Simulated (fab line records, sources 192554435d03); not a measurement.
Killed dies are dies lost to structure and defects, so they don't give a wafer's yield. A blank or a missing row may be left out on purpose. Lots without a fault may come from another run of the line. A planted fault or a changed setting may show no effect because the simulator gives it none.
Problem report in the 8D (eight disciplines) form, filled by code | flow n5_finfet | the parts of the form that need people (team, actions taken, sign-off) are left out

1. THE PROBLEM
M11_OVL at N5_BEOL_M11_OVL_MEAS_12 reads a mean of 12.0 nm on 9 wafers of 3 lots; wafers without a fault read -0.6 nm with a standard deviation of 0.83. That is +15 standard deviations from the usual mean.
First seen on wafer L601.1, day 14 15:29, on overlay-02. The record holds 30 wafers of 10 lots with a number at this step. Rule for "out", or "out of limits": more than 4 standard deviations from the usual mean. The other wafers with a number count as sound.

2. WHAT IT IS AND WHAT IT IS NOT
question                    | is                     | is not
which readings at this step | M11_OVL                | -
which lots                  | L601, L604, L605       | L595, L597, L600, L602, L611, L612, L618
which wafers of those lots  | all that have a number | -
read on which gauges        | overlay-01, overlay-02 | -
when                        | from day 14 15:29      | up to then (6 sound wafers); but 15 sound wafers of L600, L602, L611, L612, L618 came after

3. SUSPECTS, AND WHAT RULES EACH OUT
Counting: a tool at a process step up to the reading stays a suspect if it ran every lot that is out and no sound lot after the first of them.
- the gauge at N5_BEOL_M11_OVL_MEAS_12: ruled out. The wafers that are out were read on 2 gauges (overlay-01, overlay-02).
- arfi_scanner-02 at N5_BEOL_M11_EXPOSE_08 (exposes mask M11): kept. It ran every lot that is out, first L601 (day 14 15:20), and no sound lot after that.
Left after counting: arfi_scanner-02 at N5_BEOL_M11_EXPOSE_08.

4. THE CAUSE (what the simulator had put in)
Scanner matching overlay: arfi_scanner-02, from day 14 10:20 on, at N5_BEOL_M11_EXPOSE_08. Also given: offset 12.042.
Counting left only this tool.

5. THE CHAIN OF EFFECTS, in route order
Each row: a reading whose mean over the struck wafers that have a number lies more than 3 standard deviations from the usual. Only readings for which the record gives a usual standard deviation are gone through. hours: the time from each lot's start at the first step in this table that gives one to its start at this step, as a median over the lots. sigmas: the change in usual standard deviations.
hours | step                    | reading | usual   | on struck wafers | change | sigmas
0     | N5_BEOL_M11_OVL_MEAS_12 | M11_OVL | -0.6 nm | 12.0             | +12.6  | +15

6. WHAT WOULD HAVE CAUGHT IT SOONER
In this record the first reading out of limits at a measuring or inspecting step was taken at day 14 15:29, 5 hours after the fault began at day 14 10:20.
Of the tool readings at N5_BEOL_M11_EXPOSE_08 for which the record gives a usual standard deviation, none was out on any struck wafer, so an alarm limit of 4 standard deviations on them would not have fired.
Of the lots that are out (3), L604, L605 began N5_BEOL_M11_EXPOSE_08 on arfi_scanner-02 after day 14 15:29. A hold on the tool at that time would have spared those 2.
